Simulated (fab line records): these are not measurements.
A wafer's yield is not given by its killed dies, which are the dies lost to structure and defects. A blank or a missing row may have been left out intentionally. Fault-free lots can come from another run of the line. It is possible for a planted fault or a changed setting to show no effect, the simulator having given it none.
A struck lot beside a sound one	flow nand harc	14 out of 1159 route steps
Sound: these wafers, L944.1, L944.2, L944.5. Wafers L954.1, L954.5, L954.6 were the ones struck. The cause is named last.
At each step with rows: each side's tool, then ch and its chambers, then its first start. Under that, the readings that differ: sound wafers	struck wafers	difference of the means	sigmas: that difference in standard deviations of wafers without a fault.
alike: a reading whose means differ by less than 2 such deviations, as well as words and numbers matching on both sides. not compared: withheld readings; readings where some wafer has no value; bounds like >300 that might hide an equal value; numbers whose values overlap and for which the record gives no deviation.
A row with sigmas, a row that says differs or no value, or rows on one side alone: a step with any of these is where the two part. Numbers that don't overlap but have no deviation are shown without sigmas and don't part them. A reading missing from all wafers of one side parts the sides only when that side holds two or more wafers.

first, 1 step without rows for these wafers: NHARC_A_M1_PRE_CLEAN_30 (time 30 s).
NHARC_A_M1_PVD_20: deposits TaN, target thk 5 nm, time 8.06 s.
  sound on pvd sputter-02; struck on pvd sputter-02
  alike: throttle valve pct
then, 3 steps without rows for these wafers: NHARC_A_M1_PVD_21 (deposits Cu, target thk 30 nm, time 20.49 s); NHARC_A_M1_ECD_22 (material Cu, target thk 400 nm); NHARC_A_M1_ANNEAL_31 (time 90 s).
NHARC_A_M1_CMP_23: polishes, t overpolish 20 s, target thk 154.34 nm.
  sound on cmp-03 ch 0,2,3, day 20 23:32; struck on cmp-04 ch 0,1, day 22 18:22
reading	sound	struck	difference	sigmas
motor current A (A)	13.0 12.3 14.4	10.7 10.3 12.0	-2.2	-2
  alike: time to endpoint s
NHARC_A_M1_THK_MEAS_24: measures by xrf.
  struck on film metro-02, day 22 18:41; sound on film metro-01, day 20 23:47
  alike: thk nm
following that, these wafers have no rows for 1 step: NHARC_A_M1_SRD_25.
NHARC_A_M1_INSPECT_27:
  struck on defect inspect-01, day 22 18:50; sound on defect inspect-01, day 20 23:57
  alike: raw defect count
NHARC_A_M1_PRE_CLEAN_32: time 12 s.
  sound on pecvd-02 ch 0,2, day 21 00:48; struck on pecvd-01 ch 0,1, day 22 18:56
  alike: heater power outer w, heater power w
NHARC_A_M1_DEP_33: deposits SiCN, target thk 30 nm.
  sound on pecvd-02 ch 0,2, day 21 00:53; struck on pecvd-01 ch 0,1, day 22 19:04
  alike: chamber pressure Torr, heater power outer w, heater power w
NHARC_A_BONDPAD_DEP_00: deposits SiCN, target thk 250 nm.
  sound on pecvd-04 ch 0,1, day 21 01:34; struck on pecvd-03 ch 0,1,2, day 22 19:35
  no value came back on the struck wafers for chamber pressure Torr (Torr), heater power outer w (W), heater power w (W); on the sound wafers chamber pressure Torr (Torr) reads 3.009 3.000 3.011
NHARC_A_BONDPAD_CMP_29: polishes SiCN, target thk 200 nm.
  sound on cmp-01 ch 0,1,3, day 21 01:58; struck on cmp-01 ch 0,1, day 22 19:58
  alike: motor current A
following that, these wafers have no rows for 1 step: NHARC_A_BONDPAD_SRD_31.

## WHERE THEY PART
Earliest at NHARC_A_M1_CMP_23; latest, in this record, at NHARC_A_BONDPAD_DEP_00. Later steps at which nothing parts them and some readings are alike: NHARC_A_BONDPAD_CMP_29.

WHY: what the simulator had put in
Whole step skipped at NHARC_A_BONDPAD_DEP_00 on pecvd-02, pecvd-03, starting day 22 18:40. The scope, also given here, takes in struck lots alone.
